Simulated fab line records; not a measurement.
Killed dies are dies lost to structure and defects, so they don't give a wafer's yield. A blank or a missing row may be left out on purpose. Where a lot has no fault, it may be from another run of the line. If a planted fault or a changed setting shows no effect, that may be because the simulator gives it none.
A lot that was struck, set against a sound lot | flow nand harc | 15 steps out of a route of 1302
Sound: these wafers, L445.1, L445.2, L445.3. Struck: wafers L454.1, L454.4, L454.5. Last of all comes the cause.
Per side, at each step with rows, come the tool, then ch with its chambers, and then its first start. Under that, the readings that differ: sound wafers | struck wafers | difference of the means | sigmas: that difference in standard deviations of wafers without a fault.
alike: words and numbers the same on both sides, and readings whose means are apart by under 2 such deviations; not compared: readings that were withheld, readings missing a value for some wafer, numbers with overlapping values and no deviation given by the record, and bounds like >300 which may hide the same value.
A row with sigmas, a row that says differs or no value, or rows on one side alone: a step with any of these is where the two part. Numbers that have no deviation but don't overlap get no sigmas and don't part them. Lack of a reading on every wafer of one side parts them only where that side has two or more wafers.

NHARC_A_CONTACT_ETCH_129: etches the open film in C4F8/O2/Ar, time 197 s, target depth 1918 nm.
  sound on har cap etch-03 ch 0,1, day 25 17:56; struck on har cap etch-01 ch 0,1, day 28 15:16
  not compared: rf hours counter h
then, 1 step without rows for these wafers: NHARC_A_CONTACT_ETCH_130 (etches the open film in C4F8/O2/Ar, time 197 s, target depth 1918 nm).
NHARC_A_CONTACT_ETCH_131: etches the open film in C4F8/O2/Ar, time 197 s, target depth 1918 nm.
  sound on har cap etch-03 ch 0,1, day 25 18:24; struck on har cap etch-01 ch 0,1, day 28 15:37
  not compared: rf hours counter h
then, 1 step without rows for these wafers: NHARC_A_CONTACT_ETCH_132 (etches the open film in C4F8/O2/Ar, time 197 s, target depth 1924 nm).
NHARC_A_CONTACT_ETCH_133: etches the open film in C4F8/O2/Ar, time 374 s, target depth 1610 nm.
  sound on har cap etch-03 ch 0,1, day 25 18:52; struck on har cap etch-01 ch 0,1, day 28 16:01
  not compared: rf hours counter h
NHARC_A_CONTACT_ETCH_91: etches the open film in CH3F/O2, target depth 40 nm, time 85.7 s.
  sound on rie diel-04 ch 1,2,3, day 25 19:48; struck on rie diel-04 ch 1,2, day 28 16:44
  alike: bias w, drypump motor current A, oes product au, rf vpp V, showerhead plenum p Torr, throttle valve pct
  not compared: rf hours counter h
then, 1 step without rows for these wafers: NHARC_A_CONTACT_ETCH_97 (etches the open film in C4F6/O2, target depth 20 nm, time 10 s).
NHARC_A_CONTACT_CD_MEAS_80:
  sound: cd sem-01 at day 25 20:01; struck: cd sem-03 at day 28 16:56
  alike: cd nm
then, 3 steps without rows for these wafers: NHARC_A_CONTACT_STRIP_103 (strips in N2/H2); NHARC_A_CONTACT_STRIP_104 (strips in CF4/CHF3); NHARC_A_CONTACT_STRIP_105 (strips in O2/COS).
NHARC_A_CONTACT_ETCH_106: etches the open film in CF4/O2, target depth 90 nm, overetch 9 nm, time 49.5 s.
  sound on rie diel-04 ch 1,2,3, day 25 20:19; struck on rie diel-04 ch 0,1,2, day 28 17:14
  alike: bias w, cf4 flow sccm, drypump motor current A, oes_o_777_au, oes product au, rf vpp V, showerhead plenum p Torr, throttle valve pct
  not compared: rf hours counter h
NHARC_A_CONTACT_STRIP_82: strips in O2.
  sound on rie diel-04 ch 0,1,3, day 25 20:23; struck on rie diel-04 ch 1,2,3, day 28 17:19
  no value came back on the struck wafers for any of 8 readings (bias w (W), chamber pressure mTorr (mTorr) and others); on the sound wafers bias w (W) reads 0 0 0
then, 1 step without rows for these wafers: NHARC_A_CONTACT_STRIP_83 (strips in post etch residue remover, time 600 s).
-- the record jumps here: 2 days lie between the struck wafers' starts before and after (it left off in module A_CONTACT and takes up again in module END, whose first step shown is number 1302 of the route) --
NHARC_END_SORT_01:
  sound on prober-01 ch 0, day 28 06:29; struck on prober-01 ch 0, day 30 23:06
  reading         | sound    | struck      | difference | sigmas
  killed at array | 84 60 68 | 671 672 669 | +600       | +40
  killed dies     | 86 64 70 | 677 677 677 | +604       | +40
  alike: killed at other, killed at periphery, killed open, killed short

## WHERE THEY PART
Last at NHARC_END_SORT_01 as far as this record goes, first at NHARC_A_CONTACT_STRIP_82.

WHY: what the simulator had put in
Skipped step whole: rie diel-04, from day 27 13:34 on, at NHARC_A_CONTACT_STRIP_82. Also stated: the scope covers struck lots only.
